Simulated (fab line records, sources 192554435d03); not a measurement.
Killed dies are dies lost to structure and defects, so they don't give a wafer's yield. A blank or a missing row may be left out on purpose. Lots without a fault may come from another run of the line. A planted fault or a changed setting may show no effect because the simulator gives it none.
Chamber matching | flow n5_finfet | N5_BEOL_M12_CMP_49 on cmp-04: 4 sister chambers
The step polishes, stops on SiOC, t overpolish 20.6 s, target thk 320 nm. 18 wafers are shown with their chamber, then 9 later ones without.

WAFERS WITH THEIR CHAMBER
wafer  | chamber | motor_current_A (A) | barrier_field_endpoint_s (s) | slurry_filter_dp_kPa (kPa)
L075.1 | 3       | 6.1                 | 29.8                         | 13.50
L075.4 | 1       | 7.3                 | 30.7                         | 13.35
L075.6 | 1       | 7.0                 | 29.8                         | 13.59
L076.2 | 1       | 7.0                 | 29.3                         | 13.51
L076.5 | 0       | 6.2                 | 32.4                         | 13.53
L076.6 | 1       | 7.0                 | 29.1                         | 13.72
L078.1 | 2       | 5.3                 | 29.2                         | 13.39
L078.3 | 0       | 6.1                 | 32.2                         | 13.65
L078.6 | 0       | 6.2                 | 31.0                         | 13.45
L085.1 | 2       | 5.0                 | 30.2                         | 13.32
L085.3 | 3       | 6.3                 | 31.2                         | 13.34
L085.4 | 1       | 7.2                 | 29.9                         | 13.54
L088.1 | 2       | 5.4                 | 29.4                         | 13.35
L088.2 | 1       | 6.8                 | 29.2                         | 13.39
L088.5 | 0       | 5.9                 | 32.0                         | 13.31
L086.1 | 0       | 6.3                 | 31.5                         | 13.60
L086.3 | 3       | 6.2                 | 30.5                         | 13.34
L086.5 | 3       | 6.3                 | 30.9                         | 13.66

SIGNATURES (means of the wafers above)
reading                  | chamber 0 | chamber 1 | chamber 2 | chamber 3 | scatter within a chamber
motor_current_A          | 6.140     | 7.050     | 5.233     | 6.225     | 0.161
barrier_field_endpoint_s | 31.820    | 29.667    | 29.600    | 30.600    | 0.583
slurry_filter_dp_kPa     | 13.5080   | 13.5167   | 13.3533   | 13.4600   | 0.13
Rule: a wafer's distance from a chamber is the root of the sum, over the readings, of the square of ((its reading less the chamber's mean) divided by the reading's scatter). The wafer belongs to the nearest chamber; if the next one is less than 2 further off, it can't be placed. The scatter: the root of (the sum of the squares of (reading less its chamber's mean) over the shown wafers, divided by (wafers less chambers)).

WAFERS WITHOUT THEIR CHAMBER
wafer  | motor_current_A (A) | barrier_field_endpoint_s (s) | slurry_filter_dp_kPa (kPa)
L087.3 | 7.3                 | 29.6                         | 13.63
L087.4 | 6.0                 | 31.6                         | 13.54
L087.5 | 5.2                 | 28.9                         | 13.63
L092.1 | 6.8                 | 29.3                         | 13.45
L092.4 | 5.2                 | 29.2                         | 13.57
L092.6 | 6.8                 | 29.6                         | 13.56
L095.1 | 7.1                 | 29.2                         | 13.70
L095.2 | 5.1                 | 29.8                         | 13.74
L095.5 | 5.0                 | 29.8                         | 13.38

WHICH CHAMBER EACH WENT THROUGH
wafer  | from the rows above     | in truth
L087.3 | 1                       | 1
L087.4 | can't be placed: 0 or 3 | 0
L087.5 | 2                       | 2
L092.1 | 1                       | 1
L092.4 | 2                       | 2
L092.6 | 1                       | 1
L095.1 | 1                       | 1
L095.2 | 2                       | 2
L095.5 | 2                       | 2
Placed correctly: 8 of 9. Can't be placed from these rows: 1 (the true chamber is among the candidates in 1). Placed wrongly: 0.
